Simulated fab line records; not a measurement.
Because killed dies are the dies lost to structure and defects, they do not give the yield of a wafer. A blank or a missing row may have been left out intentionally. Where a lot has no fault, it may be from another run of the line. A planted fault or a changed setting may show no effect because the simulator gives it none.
Which tool did it?    flow n5 finfet    11 lots, 33 wafers sampled, at 2 steps of a route of 1938

## WHAT EACH GAUGE READ, for each wafer
N5_PASSIVATION_CD_MEAS_10: the cd target is 3000 nm.
lot   measured      on         cd nm (nm)
L234  day 11 23:01  cd sem-01  2997.4 2993.4 2995.8
L235  day 12 07:30  cd sem-01  3001.8 2996.6 2995.5
L239  day 13 11:01  cd sem-02  3000.2 3002.3 2999.9
L243  day 14 01:31  cd sem-02  2998.5 2999.4 3000.7
L242  day 15 06:42  cd sem-01  2997.7 2995.7 2993.8
L244  day 16 05:22  cd sem-02  2999.2 3000.3 2998.3
L245  day 15 12:34  cd sem-01  2999.3 2999.4 3000.5
L246  day 16 08:17  cd sem-03  2998.4 3000.3 2999.3
L247  day 16 12:25  cd sem-02  3002.3 2996.8 3002.2
L248  day 16 05:42  cd sem-02  3001.4 3000.6 2998.2
L249  day 16 05:44  cd sem-01  2991.4 2997.0 2994.2

## WHICH TOOL RAN EACH LOT (tool, then ch and the chambers of the sampled wafers, then the start)
lot   N5_BEOL_M1_PRECLEAN_42
L234  wet bench-04 ch 1,2,5, day 6 03:19
L235  wet bench-03 ch 1,4,5, day 6 10:47
L239  wet bench-02 ch 0,2,4, day 7 10:01
L243  wet bench-02 ch 1,4,6, day 8 11:44
L242  wet bench-03 ch 0,1,6, day 8 12:10
L244  wet bench-02 ch 2,5,6, day 9 11:01
L245  wet bench-02 ch 2,4,6, day 9 15:43
L246  wet bench-04 ch 2,3,6, day 9 20:22
L247  wet bench-02 ch 1,2,3, day 9 20:34
L248  wet bench-02 ch 3,4,6, day 9 22:43
L249  wet bench-02 ch 1,3,7, day 10 00:20
- N5_BEOL_M1_PRECLEAN_42: cleans in residue remover, time 60 s.

## WHAT THE TOOLS THEMSELVES READ (means of the sampled wafers that have a number; where no wafer has one, the mark that the record gives instead)
The record holds no such reading with a usual standard deviation.

## THE ANSWER, worked out from the rows above alone
Rule: what is usual is taken from the lots themselves. The widest of any qualifying gaps counts: lots, ordered by their means at a reading, are off when they make up no more than a third of the lots, leave a main group of 4 or more, and stand apart from it by 3 or more times the standard deviation of that group's means. A main group whose means are all the same, to the digits that the tables above print for the reading, isn't used. Also off: a lot with no number at a reading for which 4 or more lots have one. Any other lot the step has rows for is counted as sound. After the gauges, taken in route order, come the tools' own readings; for these a lot's mean is taken, as printed above. The first step at which some lot is off is used, and at that step the reading that is off furthest; a lot without a number counts as furthest.
No lot is off at any reading shown: from this, nothing can be told.

## WHAT WAS PUT IN BY THE SIMULATOR
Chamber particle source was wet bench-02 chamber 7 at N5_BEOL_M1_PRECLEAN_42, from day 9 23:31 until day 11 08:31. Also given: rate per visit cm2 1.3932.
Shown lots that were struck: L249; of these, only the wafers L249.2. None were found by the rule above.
